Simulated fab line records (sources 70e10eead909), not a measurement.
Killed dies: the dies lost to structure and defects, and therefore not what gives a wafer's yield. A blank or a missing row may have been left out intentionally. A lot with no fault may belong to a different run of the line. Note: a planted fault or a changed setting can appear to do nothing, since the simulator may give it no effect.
Which tool is to blame? | flow nand-harc | 21 wafers from 7 lots sampled at 5 of the route's 1159 steps

== WHAT THE GAUGES SHOWED, per wafer ==
NHARC_END_SORT_01.
lot  | measured     | on        | killed-at-array
L831 | day 22 02:00 | prober-02 | 59 63 77

== WHICH TOOL RAN EACH LOT (tool, then ch and the chambers of the sampled wafers, then the start) ==
lot  | NHARC_A_SOURCE_PLATE_CVD_03      | NHARC_A_BONDPAD_PRE_CLEAN_26            | NHARC_A_BONDPAD_PVD_17                  | NHARC_THIN_TSV_DEGAS_49
L818 | lpcvd-poly-04 ch 0, day 7 09:32  | pvd-sputter-01, day 19 04:20 or earlier | pvd-sputter-01, day 19 04:20 or earlier | pvd-sputter-02, day 19 04:20
L821 | lpcvd-poly-02 ch 0, day 8 02:43  | pvd-sputter-03, day 20 00:41 or earlier | pvd-sputter-03, day 20 00:41 or earlier | pvd-sputter-03, day 20 00:41
L823 | lpcvd-poly-04 ch 0, day 8 14:43  | pvd-sputter-01, day 20 10:17 or earlier | pvd-sputter-01, day 20 10:17 or earlier | pvd-sputter-02, day 20 10:17
L825 | lpcvd-poly-04 ch 0, day 9 08:06  | pvd-sputter-01, day 21 02:36 or earlier | pvd-sputter-01, day 21 02:36 or earlier | pvd-sputter-01, day 21 02:36
L828 | lpcvd-poly-04 ch 0, day 9 13:14  | pvd-sputter-03, day 21 13:58 or earlier | pvd-sputter-03, day 21 13:58 or earlier | pvd-sputter-02, day 21 13:58
L831 | lpcvd-poly-04 ch 0, day 10 07:34 | pvd-sputter-03, day 21 16:16 or earlier | pvd-sputter-03, day 21 16:16 or earlier | pvd-sputter-03, day 21 16:16
L840 | lpcvd-poly-02 ch 0, day 12 11:38 | pvd-sputter-03, day 24 18:43 or earlier | pvd-sputter-03, day 24 18:43 or earlier | pvd-sputter-03, day 24 18:43
- NHARC_A_SOURCE_PLATE_CVD_03: deposits poly-Si, target thk 200 nm, time 4000 s.
- NHARC_A_BONDPAD_PRE_CLEAN_26: time 30 s.
- NHARC_A_BONDPAD_PVD_17: deposits TaN, target thk 5 nm, time 8.06 s.
- NHARC_THIN_TSV_DEGAS_49: time 120 s.

== THE ANSWER, worked out from the rows above alone ==
Rule: usual is defined by the lots themselves. The widest of any qualifying gaps counts: lots, ordered by their means at a reading, are off when they make up no more than a third of the lots, leave a main group of 4 or more, and stand apart from it by 3 or more times the standard deviation of that group's means. Not used: any main group whose means are identical at the precision the tables above print for the reading. Also off: a lot with no number at a reading for which 4 or more lots have one. Any other lot the step has rows for is counted as sound.
No lot is off on any of the readings shown, so nothing can be concluded from this.

== WHAT THE SIMULATOR PUT IN ==
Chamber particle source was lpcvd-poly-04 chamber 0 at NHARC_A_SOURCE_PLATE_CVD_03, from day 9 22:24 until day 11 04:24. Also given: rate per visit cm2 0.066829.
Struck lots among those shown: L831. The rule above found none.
